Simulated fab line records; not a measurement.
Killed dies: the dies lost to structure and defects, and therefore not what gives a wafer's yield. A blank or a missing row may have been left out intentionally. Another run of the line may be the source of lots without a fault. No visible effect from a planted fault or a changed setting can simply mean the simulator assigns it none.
fab line records ; flow nand_harc
record lots=6; wafers=18; last_day=33
route steps=1302 shown A_SGD_CUT@918 A_SLIT@922
lots with no fault: from the same line, run without faults
start_h: start of the lot's first displayed wafer, in hours after the record's first day ; wait_h: how many hours have passed since the lot's step before this one ; " identical to the entry in the row above ; L1.1+2: a single row standing in for several wafers ; - no value, or no start given ; * or withheld: withheld ; < > ~ a bound
route shown NAME@n: NAME is a module with steps in the file, n the number in the route of the first one ; usual: the fault-free wafers' mean and standard deviation ; same: alike in all rows ; chamber/n: place in a boat ; sites: each site's reading ; _std_site: the standard deviation of these ; _edge_site: the outer-site mean with the inner-site mean subtracted ; radius_mm: how far each site lies from the wafer's centre ; mask NAME#n: copy n ; behind: the most recent tool/chamber to have shaped the wafer ; hold: why the lot went on hold/how many hours it stayed there/how the hold came to an end ; device: whichever transistor did not switch (one of n, p or np) ; end of line: tests of these same wafers at the route's end ; where a step has no rows: the recipe by itself ; killed: dies that structure and defects cost at the first sort, which is not the same as the wafer's yield ; map: dies across one wafer; x = killed, . = not, _ = none there
set.NAME: the setting the step ran with; set.NAME@STEP: the setting that earlier step ran with ; model.NAME: the simulator's own value behind a step, which no gauge read
lots at some steps of the route; a table a step, a row a wafer
services: from which hour (start_h, from the record's first day; less than 0 if before it) a tool's chamber was out of use, for how many hours, and why
## steps
# step NHARC_A_SGD_CUT_ETCH_26
# recipe target_depth_a=458; chemistry=dHF; material=SiO2
# step NHARC_A_SGD_CUT_ETCHBACK_24
# recipe target_depth_a=500; over_etch_frac=0.3; time_s=92.857; ion_energy_ev=120; ch3f_flow_sccm=50; o2_flow_sccm=30; ar_flow_sccm=200; rf_w=500; bias_w=100; chemistry=CH3F/O2
# usual drypump_motor_current_A=5.7/0.53; oes_product_au=0.96/0.034; rf_vpp_V=244.2/1.8; showerhead_plenum_p_Torr=2.44/0.11; throttle_valve_pct=20.664/0.0084
lot.wafer;tool;chamber;start_h;wait_h;drypump_motor_current_A;oes_product_au;rf_hours_counter_h;rf_vpp_V;showerhead_plenum_p_Torr;throttle_valve_pct
L752.4;rie_diel-11;3;494.08;0.2;5.0;0.98;4;243.2;2.30;20.667
L752.3;rie_diel-11;1;494.08;0.2;6.7;1.00;5;241.9;2.36;20.658
L752.2;rie_diel-11;2;494.08;0.2;5.2;0.99;5;244.1;2.39;20.657
L750.2;rie_diel-06;1;494.19;0.2;6.4;1.00;0;246.6;2.53;20.651
L750.1;rie_diel-06;3;494.19;0.2;5.7;1.00;0;246.2;2.56;20.658
L750.5;rie_diel-06;0;494.19;0.2;5.9;1.00;-;245.6;2.52;20.659
L754.2;rie_diel-08;1;526.50;0.2;6.3;0.92;11;245.4;2.62;20.667
L754.1;rie_diel-08;2;526.50;0.2;5.8;0.93;11;243.1;2.32;20.668
L754.5;rie_diel-08;2;526.50;0.2;5.8;0.93;-;241.8;2.32;20.662
L766.3;rie_diel-08;1;654.39;0.1;6.3;0.98;6;245.6;2.62;20.659
L766.2;rie_diel-08;3;654.39;0.1;4.8;0.96;6;241.6;2.29;20.651
L766.5;rie_diel-08;1;654.39;0.1;6.3;0.98;-;247.0;2.62;20.669
L768.1;rie_diel-11;1;658.78;0.2;6.7;0.92;3;242.5;2.35;20.669
L768.2;rie_diel-11;2;658.78;0.2;5.2;0.92;3;243.5;2.38;20.670
L768.6;rie_diel-11;0;658.78;0.2;5.9;0.93;-;246.3;2.48;20.678
L769.2;rie_diel-08;3;676.54;0.2;4.8;0.93;7;241.0;2.29;20.666
L769.3;rie_diel-08;2;676.54;0.2;5.8;0.91;6;242.9;2.32;20.653
L769.6;rie_diel-08;0;676.54;0.2;5.7;0.93;-;242.9;2.43;20.655
# step NHARC_A_SGD_CUT_STRIP_28
# recipe time_s=20; o2_flow_sccm=500; ar_flow_sccm=0; bias_w=0; chemistry=O2
# step NHARC_A_SGD_CUT_INSPECT_25
# usual raw_defect_count=378/92
lot.wafer;tool;chamber;start_h;wait_h;raw_defect_count
L752.2;defect_inspect-01;-;494.32;-;372
L752.3;defect_inspect-01;-;494.32;-;334
L752.4;defect_inspect-01;-;494.32;-;259
L750.1;defect_inspect-02;-;494.42;-;356
L750.2;defect_inspect-02;-;494.42;-;292
L750.5;defect_inspect-02;-;494.42;-;429
L754.1;defect_inspect-02;-;526.76;-;301
L754.2;defect_inspect-02;-;526.76;-;331
L754.5;defect_inspect-02;-;526.76;-;266
L766.2;defect_inspect-02;-;654.63;-;391
L766.3;defect_inspect-02;-;654.63;-;485
L766.5;defect_inspect-02;-;654.63;-;261
L768.1;defect_inspect-02;-;658.99;-;528
L768.2;defect_inspect-02;-;658.99;-;466
L768.6;defect_inspect-02;-;658.99;-;328
L769.2;defect_inspect-01;-;676.78;-;567
L769.3;defect_inspect-01;-;676.78;-;652
L769.6;defect_inspect-01;-;676.78;-;502
# step NHARC_A_SLIT_DEP_25
# recipe target_thk_a=2000; temp_c=400; pressure_torr=6.5; rf_w=900; teos_flow_sccm=161.4; flow_sccm=2650; target_thk_nm=200; gas=O2; material=SiO2
# step NHARC_A_SLIT_DEP_00
# recipe target_thk_a=62000; temp_c=400; material=aC
# usual throttle_valve_pct=35.001/0.0089
lot.wafer;tool;chamber;start_h;wait_h;throttle_valve_pct
L752.2;acl_dep-01;0;495.83;-;34.983
L752.3;acl_dep-01;0;495.83;-;35.006
L752.4;acl_dep-01;0;495.83;-;34.994
L750.1;acl_dep-03;0;497.89;-;35.008
L750.2;acl_dep-03;0;497.89;-;34.995
L750.5;acl_dep-03;0;500.41;-;35.012
L754.1;acl_dep-03;0;527.18;-;35.004
L754.2;acl_dep-03;0;527.18;-;34.992
L754.5;acl_dep-03;0;529.71;-;35.001
L766.2;acl_dep-02;0;655.66;-;34.989
L766.3;acl_dep-02;0;655.66;-;35.000
L766.5;acl_dep-02;0;657.55;-;34.993
L768.1;acl_dep-03;0;660.61;-;34.996
L768.2;acl_dep-03;0;660.61;-;35.002
L768.6;acl_dep-03;0;663.74;-;35.003
L769.2;acl_dep-01;0;678.19;-;34.999
L769.3;acl_dep-01;0;678.19;-;35.000
L769.6;acl_dep-01;0;680.73;-;34.991
# step NHARC_A_SLIT_DEP_23
# recipe target_thk_a=1000; target_thk_nm=100; temp_c=400; pressure_torr=3.5; flow_sccm=200; rf_w=350; material=SiON
# usual heater_power_w=725/100
lot.wafer;tool;chamber;start_h;wait_h;heater_power_w
L752.3;pecvd-02;1;498.96;1.9;682
L752.2;pecvd-02;2;498.96;1.9;746
L752.4;pecvd-02;2;498.96;1.9;784
L750.1;pecvd-02;2;501.72;3.2;847
L750.2;pecvd-02;0;501.72;3.2;809
L750.5;pecvd-02;2;501.72;3.2;842
L754.2;pecvd-01;2;531.03;2.6;923
L754.1;pecvd-01;0;531.03;2.6;957
L754.5;pecvd-01;2;531.03;2.6;923
L766.2;pecvd-02;0;658.83;2.5;810
L766.3;pecvd-02;2;658.83;2.5;791
L766.5;pecvd-02;2;658.83;2.5;814
L768.1;pecvd-02;1;664.42;3.2;685
L768.2;pecvd-02;2;664.42;3.2;735
L768.6;pecvd-02;1;664.42;3.2;690
L769.3;pecvd-03;0;681.38;1.9;616
L769.2;pecvd-03;2;681.38;1.9;636
L769.6;pecvd-03;0;681.38;1.9;625
# step NHARC_A_SLIT_DEHYDRATE_01
# recipe temp_c=150; time_s=120
# step NHARC_A_SLIT_HMDS_02
# recipe time_s=30
# step NHARC_A_SLIT_COAT_03
# recipe spin_rpm=1500; resist_thk_nm=90
# step NHARC_A_SLIT_SOFTBAKE_04
# recipe temp_c=105; time_s=55
# step NHARC_A_SLIT_EBR_05
# step NHARC_A_SLIT_EXPOSE_06
# recipe na=1.35; dose_mj=60.82; mask_id=SLIT
# usual exposure_dose_mJ_cm2=60.78/0.059; stage_vel_mm_s=499.97/0.27
lot.wafer;tool;chamber;start_h;wait_h;mask;exposure_dose_mJ_cm2;stage_vel_mm_s
L752.2;arfi_scanner-02;0;499.50;-;SLIT#0;60.83;499.91
L752.3;arfi_scanner-02;0;499.50;-;SLIT#0;60.84;499.73
L752.4;arfi_scanner-02;0;499.50;-;SLIT#0;60.79;500.33
L750.1;arfi_scanner-01;0;502.10;-;SLIT#0;60.81;500.32
L750.2;arfi_scanner-01;0;502.10;-;SLIT#0;60.76;499.87
L750.5;arfi_scanner-01;0;502.10;-;SLIT#0;60.72;500.18
L754.1;arfi_scanner-01;0;531.56;-;SLIT#0;60.73;500.42
L754.2;arfi_scanner-01;0;531.56;-;SLIT#0;60.82;499.89
L754.5;arfi_scanner-01;0;531.56;-;SLIT#0;60.82;499.94
L766.2;arfi_scanner-01;0;659.49;-;SLIT#0;57.71;500.05
L766.3;arfi_scanner-01;0;659.49;-;SLIT#0;57.77;499.97
L766.5;arfi_scanner-01;0;659.49;-;SLIT#0;57.68;499.86
L768.1;arfi_scanner-01;0;664.81;-;SLIT#0;58.26;500.36
L768.2;arfi_scanner-01;0;664.81;-;SLIT#0;58.35;499.58
L768.6;arfi_scanner-01;0;664.81;-;SLIT#0;58.22;500.06
L769.2;arfi_scanner-03;0;681.93;-;SLIT#0;60.75;500.16
L769.3;arfi_scanner-03;0;681.93;-;SLIT#0;60.71;500.15
L769.6;arfi_scanner-03;0;681.93;-;SLIT#0;60.71;500.11
# step NHARC_A_SLIT_PEB_07
# recipe peb_temp_c=100; peb_time_s=65
# step NHARC_A_SLIT_DEVELOP_08
# recipe develop_time_s=35; dev_temp_c=23
# step NHARC_A_SLIT_CD_MEAS_09
# recipe target_cd_nm=300; landing_energy_ev=500
# usual cd_nm=300.2/0.5
lot.wafer;tool;chamber;start_h;wait_h;cd_nm
L752.2;cd_sem-01;0;499.64;-;299.9
L752.3;cd_sem-01;0;499.64;-;300.4
L752.4;cd_sem-01;0;499.64;-;300.4
L750.1;cd_sem-01;0;502.24;-;300.0
L750.2;cd_sem-01;0;502.24;-;299.8
L750.5;cd_sem-01;0;502.24;-;301.0
L754.1;cd_sem-02;0;531.70;-;299.8
L754.2;cd_sem-02;0;531.70;-;300.4
L754.5;cd_sem-02;0;531.70;-;300.0
L766.2;cd_sem-02;0;659.63;-;298.0
L766.3;cd_sem-02;0;659.63;-;298.7
L766.5;cd_sem-02;0;659.63;-;297.9
L768.1;cd_sem-03;0;664.95;-;299.1
L768.2;cd_sem-03;0;664.95;-;298.2
L768.6;cd_sem-03;0;664.95;-;299.2
L769.2;cd_sem-03;0;682.06;-;300.0
L769.3;cd_sem-03;0;682.06;-;299.9
L769.6;cd_sem-03;0;682.06;-;300.3
# step NHARC_A_SLIT_OVL_MEAS_10
# usual overlay_x_nm=0.1/0.91; overlay_y_nm=0.0/0.71
lot.wafer;tool;chamber;start_h;wait_h;overlay_x_nm;overlay_y_nm
L752.2;overlay-01;-;499.73;-;1.1;0.6
L752.3;overlay-01;-;499.73;-;1.2;0.8
L752.4;overlay-01;-;499.73;-;1.2;0.4
L750.1;overlay-02;-;502.33;-;-0.1;0.9
L750.2;overlay-02;-;502.33;-;0.0;1.4
L750.5;overlay-02;-;502.33;-;-0.3;1.9
L754.1;overlay-02;-;531.79;-;1.0;0.3
L754.2;overlay-02;-;531.79;-;1.8;0.1
L754.5;overlay-02;-;531.79;-;2.3;0.1
L766.2;overlay-01;-;659.71;-;1.2;-1.0
L766.3;overlay-01;-;659.71;-;1.3;-1.3
L766.5;overlay-01;-;659.71;-;1.3;-1.0
L768.1;overlay-01;-;665.03;-;0.8;0.3
L768.2;overlay-01;-;665.03;-;0.5;0.6
L768.6;overlay-01;-;665.03;-;1.7;0.3
L769.2;overlay-01;-;682.15;-;-1.4;-0.7
L769.3;overlay-01;-;682.15;-;-1.4;-0.3
L769.6;overlay-01;-;682.15;-;-1.2;0.1
# step NHARC_A_SLIT_INSPECT_11
# usual raw_defect_count=53/32
lot.wafer;tool;chamber;start_h;wait_h;raw_defect_count
L752.2;defect_inspect-02;-;499.76;0.0;59
L752.3;defect_inspect-02;-;499.76;0.0;63
L752.4;defect_inspect-02;-;499.76;0.0;55
L750.1;defect_inspect-01;-;502.36;0.0;114
L750.2;defect_inspect-01;-;502.36;0.0;109
L750.5;defect_inspect-01;-;502.36;0.0;123
L754.1;defect_inspect-01;-;531.82;0.0;43
L754.2;defect_inspect-01;-;531.82;0.0;56
L754.5;defect_inspect-01;-;531.82;0.0;31
L766.2;defect_inspect-01;-;659.75;0.0;28
L766.3;defect_inspect-01;-;659.75;0.0;34
L766.5;defect_inspect-01;-;659.75;0.0;30
L768.1;defect_inspect-02;-;665.07;0.0;18
L768.2;defect_inspect-02;-;665.07;0.0;23
L768.6;defect_inspect-02;-;665.07;0.0;18
L769.2;defect_inspect-01;-;682.19;0.0;42
L769.3;defect_inspect-01;-;682.19;0.0;41
L769.6;defect_inspect-01;-;682.19;0.0;35
# step NHARC_A_SLIT_DESCUM_14
# recipe time_s=3; o2_flow_sccm=200; ar_flow_sccm=0; bias_power_w=0; chemistry=O2
# usual drypump_motor_current_A=6.0/0.48; oes_product_au=1.001/0.0075; rf_vpp_V=57.9/0.82; showerhead_plenum_p_Torr=1.93/0.073; throttle_valve_pct=11.312/0.0099
lot.wafer;tool;chamber;start_h;wait_h;drypump_motor_current_A;oes_product_au;rf_hours_counter_h;rf_vpp_V;showerhead_plenum_p_Torr;throttle_valve_pct
L752.2;rie_diel-07;3;499.82;0.1;5.9;1.003;0;57.5;1.94;11.304
L752.3;rie_diel-07;0;499.82;0.1;6.4;1.008;0;60.0;2.00;11.309
L752.4;rie_diel-07;1;499.82;0.1;6.5;1.005;0;59.6;2.02;11.305
L750.1;rie_diel-07;0;502.43;0.1;6.4;1.006;1;58.2;2.00;11.314
L750.2;rie_diel-07;1;502.43;0.1;6.5;1.005;1;57.2;2.02;11.312
L750.5;rie_diel-07;1;502.43;0.1;6.5;1.005;-;57.9;2.02;11.305
L754.2;rie_diel-12;0;531.89;0.1;4.7;0.998;3;56.3;1.89;11.288
L754.1;rie_diel-12;2;531.89;0.1;6.5;1.006;5;60.6;2.02;11.306
L754.5;rie_diel-12;2;531.89;0.1;6.5;1.008;-;58.8;2.02;11.307
L766.2;rie_diel-07;1;659.82;0.1;6.5;1.003;0;58.4;2.02;11.320
L766.3;rie_diel-07;2;659.82;0.1;5.7;0.987;0;57.6;1.96;11.306
L766.5;rie_diel-07;1;659.82;0.1;6.5;0.985;-;59.0;2.02;11.325
L768.2;rie_diel-03;0;665.14;0.1;6.0;1.003;0;56.4;1.89;11.300
L768.1;rie_diel-03;2;665.14;0.1;5.7;0.998;0;57.3;1.80;11.307
L768.6;rie_diel-03;3;665.14;0.1;6.0;1.009;-;57.9;1.79;11.320
L769.2;rie_diel-07;2;682.25;0.1;5.7;0.998;1;59.0;1.96;11.307
L769.3;rie_diel-07;1;682.25;0.1;6.5;1.005;1;59.1;2.02;11.331
L769.6;rie_diel-07;2;682.25;0.1;5.7;1.006;-;56.2;1.96;11.299
# step NHARC_A_SLIT_ETCH_24
# recipe target_depth_a=1210; time_s=60.5; cf4_flow_sccm=100; chf3_flow_sccm=30; ar_flow_sccm=0; rf_w=500; bias_w=200; chemistry=CF4/CHF3
# usual drypump_motor_current_A=6.0/0.47; oes_product_au=0.966/0.015; rf_vpp_V=370.8/2.2; showerhead_plenum_p_Torr=1.58/0.06; throttle_valve_pct=16.802/0.0094
lot.wafer;tool;chamber;start_h;wait_h;drypump_motor_current_A;oes_product_au;rf_hours_counter_h;rf_vpp_V;showerhead_plenum_p_Torr;throttle_valve_pct;model.A_SLIT.cd_offset_nm
L752.2;rie_diel-07;1;499.91;0.1;6.5;0.975;0;375.4;1.66;16.807;-0.5091
L752.4;rie_diel-07;2;499.91;0.1;5.7;0.979;0;371.7;1.61;16.793;-0.2804
L752.3;rie_diel-07;3;499.91;0.1;5.9;0.959;0;371.5;1.60;16.786;0.2719
L750.1;rie_diel-07;1;502.52;0.1;6.5;0.963;1;373.3;1.66;16.785;0.09246
L750.2;rie_diel-07;2;502.52;0.1;5.7;0.975;1;370.9;1.61;16.798;-0.9412
L750.5;rie_diel-07;0;502.52;0.1;6.4;0.982;-;374.1;1.64;16.801;0.3708
L754.1;rie_diel-12;0;531.99;0.1;4.7;0.969;3;370.8;1.56;16.804;-0.9172
L754.2;rie_diel-12;2;531.99;0.1;6.5;0.962;5;373.4;1.66;16.794;-0.993
L754.5;rie_diel-12;3;531.99;0.1;5.9;0.964;-;369.3;1.56;16.800;-0.7916
L766.2;rie_diel-07;0;659.89;0.1;6.4;0.963;0;373.0;1.64;16.805;-3.277
L766.3;rie_diel-07;1;659.89;0.1;6.5;0.967;0;374.0;1.66;16.805;-1.549
L766.5;rie_diel-07;1;659.89;0.1;6.5;0.968;-;374.1;1.66;16.804;-2.363
L768.1;rie_diel-03;2;665.22;0.1;5.6;0.979;0;367.4;1.48;16.810;-0.1825
L768.2;rie_diel-03;3;665.22;0.1;6.0;0.964;1;366.8;1.48;16.820;-1.804
L768.6;rie_diel-03;2;665.22;0.1;5.7;0.977;-;367.9;1.48;16.821;-1.358
L769.3;rie_diel-07;2;682.36;0.1;5.7;0.945;1;370.1;1.61;16.817;-0.3988
L769.2;rie_diel-07;0;682.36;0.1;6.4;0.946;1;372.2;1.64;16.803;0.2145
L769.6;rie_diel-07;1;682.36;0.1;6.5;0.951;-;374.3;1.66;16.804;-0.0141
# step NHARC_A_SLIT_ETCH_15
# recipe target_depth_a=62000; over_etch_frac=0.3; time_s=1612; ion_energy_ev=150; o2_flow_sccm=400; cos_flow_sccm=20; ar_flow_sccm=0; rf_w=500; bias_w=300; chemistry=O2/COS
# usual drypump_motor_current_A=6.0/0.5; oes_product_au=0.999/0.0072; rf_vpp_V=314.5/1.8; showerhead_plenum_p_Torr=3.14/0.11; throttle_valve_pct=28.331/0.01
lot.wafer;tool;chamber;start_h;wait_h;drypump_motor_current_A;oes_product_au;rf_hours_counter_h;rf_vpp_V;showerhead_plenum_p_Torr;throttle_valve_pct;model.A_SLIT.cd_offset_nm
L752.3;rie_diel-07;1;-;-;6.5;1.003;1;318.8;3.29;28.318;0.1484
L752.2;rie_diel-07;2;-;-;5.7;0.994;0;315.4;3.19;28.331;-0.2301
L752.4;rie_diel-07;3;-;-;5.9;0.997;1;314.1;3.17;28.333;-0.2311
L750.2;rie_diel-07;2;-;-;5.7;0.991;1;316.3;3.19;28.331;-0.6603
L750.1;rie_diel-07;3;-;-;5.9;0.999;1;314.3;3.17;28.317;0.2532
L750.5;rie_diel-07;0;-;-;6.4;1.001;-;316.0;3.26;28.329;0.7709
L754.2;rie_diel-12;3;-;-;5.9;1.001;4;314.4;3.10;28.334;-1.133
L754.1;rie_diel-12;0;-;-;4.8;0.995;3;312.7;3.09;28.333;-1.068
L754.5;rie_diel-12;0;-;-;4.7;1.008;-;313.3;3.09;28.312;-1.198
L766.3;rie_diel-07;0;-;-;6.4;0.992;0;316.8;3.26;28.337;-1.513
L766.2;rie_diel-07;1;-;-;6.5;1.000;0;316.7;3.29;28.332;-3.374
L766.5;rie_diel-07;0;-;-;6.4;0.992;-;315.4;3.26;28.326;-2.384
L768.1;rie_diel-03;2;-;-;5.6;0.999;1;311.9;2.94;28.323;-0.455
L768.2;rie_diel-03;0;-;-;6.0;1.010;1;314.2;3.09;28.329;-1.84
L768.6;rie_diel-03;2;-;-;5.6;0.986;-;312.0;2.94;28.328;-1.336
L769.3;rie_diel-07;2;-;-;5.7;1.012;1;315.8;3.19;28.311;0.2328
L769.2;rie_diel-07;0;-;-;6.4;1.005;2;314.5;3.26;28.303;0.01154
L769.6;rie_diel-07;2;-;-;5.7;1.001;-;315.9;3.19;28.336;0.5723
# step NHARC_A_SLIT_ETCH_17
# recipe bias_v=900; source_w=withheld; pressure_mtorr=20; ar_flow_sccm=375; c4f8_flow_sccm=83.3; o2_flow_sccm=41.7; time_s=4254.5; target_depth_a=2.03e+05; chemistry=C4F8/O2/Ar
# usual drypump_motor_current_A=5.7/0.53; oes_air_line_au=1.002/0.02; showerhead_plenum_p_Torr=3.59/0.14; throttle_valve_pct=32.046/0.0078
lot.wafer;tool;chamber;start_h;wait_h;drypump_motor_current_A;oes_air_line_au;rf_hours_counter_h;showerhead_plenum_p_Torr;throttle_valve_pct
L752.2;har_etch-01;1;502.39;-;5.1;0.978;272;3.62;32.039
L752.3;har_etch-01;0;502.39;-;6.4;1.008;-;3.48;32.040
L752.4;har_etch-01;1;502.39;-;5.1;0.977;-;3.62;32.045
L750.2;har_etch-01;0;505.63;-;6.4;0.983;276;3.48;32.071
L750.1;har_etch-01;1;505.63;-;5.1;1.012;276;3.61;32.040
L750.5;har_etch-01;0;508.08;-;6.4;1.012;-;3.48;32.053
L754.2;har_etch-01;1;533.37;-;5.1;0.975;295;3.60;32.045
L754.1;har_etch-01;0;533.37;-;6.4;1.050;295;3.47;32.053
L754.5;har_etch-01;0;536.40;-;6.4;1.003;-;3.47;32.057
L766.2;har_etch-01;1;661.06;-;5.1;1.005;367;3.57;32.038
L766.3;har_etch-01;1;662.27;-;5.1;0.998;-;3.57;32.052
L766.5;har_etch-01;1;663.49;-;5.1;1.006;-;3.57;32.052
L768.1;har_etch-01;0;666.38;-;6.4;1.018;371;3.43;32.046
L768.2;har_etch-01;1;666.38;-;5.1;0.985;371;3.56;32.043
L768.6;har_etch-01;0;668.82;-;6.4;1.028;-;3.43;32.048
L769.2;har_etch-01;1;686.03;-;5.1;1.012;382;3.56;32.050
L769.3;har_etch-01;0;686.03;-;6.4;0.995;-;3.42;32.040
L769.6;har_etch-01;1;688.43;-;5.1;1.005;-;3.56;32.049
## services
tool;chamber;start_h;hours;kind
rie_diel-07;-;471.20;9.0;pm
acl_dep-03;-;484.89;13.0;pm
pecvd-02;1;514.53;3.2;repair
rie_diel-08;0;524.87;1.2;repair
rie_diel-08;3;525.83;2.9;repair
rie_diel-12;1;528.96;4.9;repair
arfi_scanner-01;-;536.55;0.7;repair
rie_diel-08;-;537.63;0.2;repair
rie_diel-08;1;541.53;6.8;repair
rie_diel-08;-;544.83;9.0;pm
pecvd-02;-;564.00;3.3;repair
rie_diel-08;2;566.74;4.3;repair
rie_diel-08;2;573.86;6.3;repair
rie_diel-08;2;581.42;3.8;repair
pecvd-02;-;589.38;13.0;pm
rie_diel-03;1;590.46;2.6;repair
arfi_scanner-01;-;596.00;4.0;pm
har_etch-01;-;603.71;1.5;repair
rie_diel-12;-;622.40;9.0;pm
pecvd-02;-;627.41;1.7;repair
pecvd-02;-;645.17;0.7;repair
rie_diel-07;-;648.20;9.0;pm
rie_diel-07;3;673.63;12.0;repair
arfi_scanner-01;-;687.52;6.6;repair
## key
first_sign step=NHARC_A_SLIT_EXPOSE_06; reading=exposure_dose_mJ_cm2; direction=down; sigmas=47; usual=60.78; struck=58.00
effect step=NHARC_A_SLIT_CD_MEAS_09; reading=cd_nm; direction=down; sigmas=3.3; usual=300.2; struck=298.5; through=control_loop
model_effect step=NHARC_A_SLIT_ETCH_24; value=A_SLIT.cd_offset_nm; without=0.4579; struck=-1.756
model_effect step=NHARC_A_SLIT_ETCH_15; value=A_SLIT.cd_offset_nm; without=0.3966; struck=-1.817
met_at NHARC_A_SLIT_EXPOSE_06
struck_wafers L766.2,L766.3,L766.5,L768.1,L768.2,L768.6
tester_left_out L766,L768
loop_trim step=NHARC_A_SLIT_EXPOSE_06; setting=dose; lots=L768
onset_between 531.56 659.49
fault kind=process_parameter_drift; tool=arfi_scanner-01; chamber=-; onset_h=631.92; steps=NHARC_A_SLIT_EXPOSE_06; channel=dose_mj; offset=-3.0675; shape=step; acts_in=these_recipes_only; stated=60.82
# tester_left_out: of these lots the tester's yield and bins aren't shown, on N5 and GAA mostly nor the transistor test; their killed dies are dies lost to structure and defects alone, not to doping, threshold or leakage, so they don't give the yield
# loop_trim: a control loop set the setting to another value than it would have without faults
